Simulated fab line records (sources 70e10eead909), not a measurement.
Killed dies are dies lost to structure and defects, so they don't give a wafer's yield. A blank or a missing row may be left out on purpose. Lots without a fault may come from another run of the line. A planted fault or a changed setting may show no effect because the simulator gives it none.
A struck lot beside a sound one -- flow nandHarc -- 15 out of 1159 route steps
Sound: the wafers L499.1, L499.3, L499.6. Struck: wafer L503.3 (L503.1, L503.5, from the same lot, were not struck and are left out); the cause is given at the end.
Order at every step that has rows: each side's tool, ch and its chambers, its first start. Under that, the readings that differ: sound wafers -- struck wafers -- difference of the means -- sigmas: that difference in standard deviations of wafers without a fault.
alike: same words and numbers on both sides, and readings whose means sit less than 2 such deviations apart. not compared: any withheld reading, any reading some wafer has no value for, any bound like >300 that may hide the same value, and any number with overlapping values for which the record gives no deviation.
Wherever a step has rows on one side only, a row that says differs or no value, or a row with sigmas, the two part there. Numbers that have no deviation but don't overlap get no sigmas and don't part them. Lack of a reading on every wafer of one side parts them only where that side has two or more wafers.

first, 5 steps without rows for these wafers: NHARC_A_BONDPAD_SOFTBAKE_04 (time 70 s); NHARC_A_BONDPAD_EBR_05; NHARC_A_BONDPAD_EXPOSE_06 (exposes mask A BPAD); NHARC_A_BONDPAD_PEB_07 (peb time 80 s); NHARC_A_BONDPAD_DEVELOP_08 (time 50 s).
NHARC_A_BONDPAD_CD_MEAS_09: the cd target is 500 nm.
  sound on cdSem-03 ch 0, day 21 07:23; struck on cdSem-02 ch 0, day 22 18:24
reading,sound,struck,difference,sigmas
cdNm (nm),500.4 500.0 500.6,496.9,-3.4,-2
NHARC_A_BONDPAD_OVL_MEAS_35:
  sound on overlay-02, day 21 07:28; struck on overlay-01, day 22 18:29
  alike: overlayXNm, overlayYNm
then, 1 step without rows for these wafers: NHARC_A_BONDPAD_HARDBAKE_10 (time 65 s).
NHARC_A_BONDPAD_DESCUM_11: chemistry O2, time 3 s.
  sound on rieDiel-01 ch 1,2, day 21 07:36; struck on rieDiel-09 ch 0, day 22 18:40
  alike: drypumpMotorCurrentA, oesProductAu, rfVppV, showerheadPlenumPTorr, throttleValvePct
  not compared: rfHoursCounterH
NHARC_A_BONDPAD_ETCH_34: etches the open film in N2/H2, target depth 60 nm, overetch 18 nm, time 65.91 s.
  sound on rieDiel-01 ch 1,2, day 21 07:41; struck on rieDiel-09 ch 1, day 22 19:02
reading,sound,struck,difference,sigmas
n2FlowSccm (sccm),150.4 150.8 150.1,149.4,-1.0,-2
  alike: biasW, drypumpMotorCurrentA, oesProductAu, rfVppV, showerheadPlenumPTorr, throttleValvePct
  not compared: rfHoursCounterH
NHARC_A_BONDPAD_ETCH_12: etches the open film in CHF3/O2, target depth 220 nm, time 110 s.
  sound on rieDiel-01 ch 0,1,3; struck on rieDiel-09 ch 1
reading,sound,struck,difference,sigmas
drypumpMotorCurrentA (A),5.7 6.2 6.0,5.0,-1.0,-3
  alike: biasW, oesProductAu, rfVppV, showerheadPlenumPTorr, throttleValvePct
  not compared: rfHoursCounterH
NHARC_A_BONDPAD_CD_MEAS_13:
  sound on cdSem-01, day 21 07:55; struck on cdSem-02, day 22 19:19
  alike: cdNm
NHARC_A_BONDPAD_STRIP_15: strips in O2.
  sound on rieDiel-05 ch 1,2,3, day 21 08:01; struck on rieDiel-01 ch 3, day 22 19:25
reading,sound,struck,difference,sigmas
chamberPressureMTorr (mTorr),59.96 60.04 59.96,54.68,-5.31,-91
  alike: drypumpMotorCurrentA, oesProductAu, rfVppV, showerheadPlenumPTorr, throttleValvePct
  not compared: rfHoursCounterH
NHARC_A_BONDPAD_ETCH_24: etches the open film in CF4/N2, target depth 30 nm, time 72.99 s.
  sound on rieDiel-05 ch 2,3; struck on rieDiel-01 ch 1
reading,sound,struck,difference,sigmas
showerheadPlenumPTorr (Torr),2.72 2.77 2.72,2.48,-0.26,-2
  alike: biasW, drypumpMotorCurrentA, n2FlowSccm, oesProductAu, rfVppV, throttleValvePct
  not compared: rfHoursCounterH
NHARC_END_SORT_01:
  sound on prober-01 ch 0, day 22 17:51; struck on prober-02 ch 0, day 24 04:01
  alike: defectLimitedYield, killedAtArray, killedAtOther, killedAtPeriphery, killedDies, killedOpen, killedShort, sort_bin_2_pct, sort_bin_3_pct, sort_bin_4_pct, sortNPass, sortRimYieldPct, sortYieldPct

## WHERE THEY PART
Earliest at NHARC_A_BONDPAD_CD_MEAS_09; latest, in this record, at NHARC_A_BONDPAD_ETCH_24. Later steps at which nothing parts them and some readings are alike: NHARC_END_SORT_01.

WHY: what had been put in by the simulator
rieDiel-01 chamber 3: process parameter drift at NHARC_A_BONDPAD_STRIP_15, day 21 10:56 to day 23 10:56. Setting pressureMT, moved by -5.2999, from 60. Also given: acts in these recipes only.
